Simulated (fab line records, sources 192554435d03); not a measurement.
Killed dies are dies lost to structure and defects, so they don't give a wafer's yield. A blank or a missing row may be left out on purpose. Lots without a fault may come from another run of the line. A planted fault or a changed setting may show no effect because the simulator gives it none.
Chamber matching | flow n5_finfet | N5_SDB_HM_DEP_00 on pecvd-03: 3 sister chambers
The step deposits SiNx from SiH4/NH3/N2, target thk 40 nm, time 35.3 s. 3 wafers are shown with their chamber, then 8 later ones without.

WAFERS WITH THEIR CHAMBER
wafer  | chamber | throttle_valve_pct (%)
L087.3 | 1       | 42.9
L087.5 | 0       | 39.5
L091.1 | 2       | 35.4

WAFERS WITHOUT THEIR CHAMBER
wafer  | throttle_valve_pct (%)
L091.3 | 39.5
L091.6 | 35.4
L093.3 | 43.3
L093.4 | 39.7
L093.5 | 42.7
L096.1 | 35.3
L096.2 | 39.6
L096.6 | 35.5

WHICH CHAMBER EACH WENT THROUGH
wafer  | from the rows above | in truth
L091.3 | 0                   | 0
L091.6 | 2                   | 2
L093.3 | 1                   | 1
L093.4 | 0                   | 0
L093.5 | 1                   | 1
L096.1 | 2                   | 2
L096.2 | 0                   | 0
L096.6 | 2                   | 2
Placed correctly: 8 of 8. Can't be placed from these rows: 0. Placed wrongly: 0.
How it was worked out, from the rows above alone: a wafer's distance from a chamber is the root of the sum, over the readings, of the square of ((its reading less the chamber's mean) divided by the reading's scatter). The wafer belongs to the nearest chamber; if the next one is less than 2 further off, it can't be placed. A chamber's mean is the mean of its shown wafers. The scatter: with one shown wafer a chamber, the root of the mean of the squares of how far each hidden wafer lies from its nearest shown one.
